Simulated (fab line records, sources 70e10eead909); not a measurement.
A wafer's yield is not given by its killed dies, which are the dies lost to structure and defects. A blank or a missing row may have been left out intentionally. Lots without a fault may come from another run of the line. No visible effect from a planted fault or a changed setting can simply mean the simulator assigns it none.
Chamber matching	flow nand_harc	NHARC_A_ZERO_WELL_DESCUM_12 on rie_diel-05: 4 sister chambers
The step chemistry O2, time 3 s. 20 wafers are shown with their chamber, then 10 later ones without.

== WAFERS PAIRED WITH THEIR CHAMBERS ==
wafer	chamber	showerhead_plenum_p_Torr (Torr)	drypump_motor_current_A (A)	rf_vpp_V (V)
L653.1	3	1.80	5.1	57.2
L653.2	0	2.05	5.2	60.0
L653.4	2	1.92	6.0	57.4
L655.1	0	2.05	5.3	57.3
L655.5	2	1.92	6.0	58.4
L655.6	3	1.80	5.1	57.6
L654.1	0	2.05	5.2	59.1
L654.4	1	1.99	5.7	56.3
L654.5	3	1.80	5.1	57.1
L657.1	1	1.99	5.7	58.6
L657.2	2	1.92	5.9	58.9
L657.6	3	1.80	5.1	57.5
L660.1	2	1.92	5.9	58.0
L660.2	0	2.04	5.3	58.0
L660.3	1	1.99	5.7	57.0
L661.1	1	1.99	5.7	58.2
L661.5	3	1.80	5.1	57.6
L661.6	0	2.04	5.2	58.1
L665.1	0	2.04	5.2	57.5
L665.5	2	1.92	6.0	59.3

SIGNATURES (averages over the wafers above)
reading	chamber 0	chamber 1	chamber 2	chamber 3	scatter within a chamber
showerhead_plenum_p_Torr	2.0450	1.9900	1.9200	1.8000	0.00306
drypump_motor_current_A	5.233	5.700	5.960	5.100	0.0398
rf_vpp_V	58.333	57.525	58.400	57.400	0.834
Rule: a wafer's distance from a chamber is the root of the sum, over the readings, of the square of ((its reading less the chamber's mean) divided by the reading's scatter). If the next closest chamber is less than 2 further off than the closest, the wafer can't be placed; otherwise it belongs to the closest. How the scatter is found: for the shown wafers, subtract from each reading the mean of its chamber, square and add these, divide the total by (wafers less chambers), then take the root.

== WAFERS WITHOUT THEIR CHAMBER ==
wafer	showerhead_plenum_p_Torr (Torr)	drypump_motor_current_A (A)	rf_vpp_V (V)
L665.6	2.04	5.2	57.5
L668.2	1.99	5.7	58.7
L668.4	1.92	5.9	58.6
L668.6	2.04	5.2	58.3
L674.1	1.92	6.0	57.3
L674.2	1.99	5.7	58.0
L674.5	1.99	5.7	58.0
L675.2	2.04	5.2	58.5
L675.4	1.79	5.1	57.0
L675.6	1.79	5.1	57.6

== WHICH CHAMBER EACH WENT THROUGH ==
wafer	from the rows above	in truth
L665.6	0	0
L668.2	1	1
L668.4	2	2
L668.6	0	0
L674.1	2	2
L674.2	1	1
L674.5	1	1
L675.2	0	0
L675.4	3	3
L675.6	3	3
Correct placement for 10 of the 10. Can't be placed from these rows: 0. Number placed wrongly: 0.
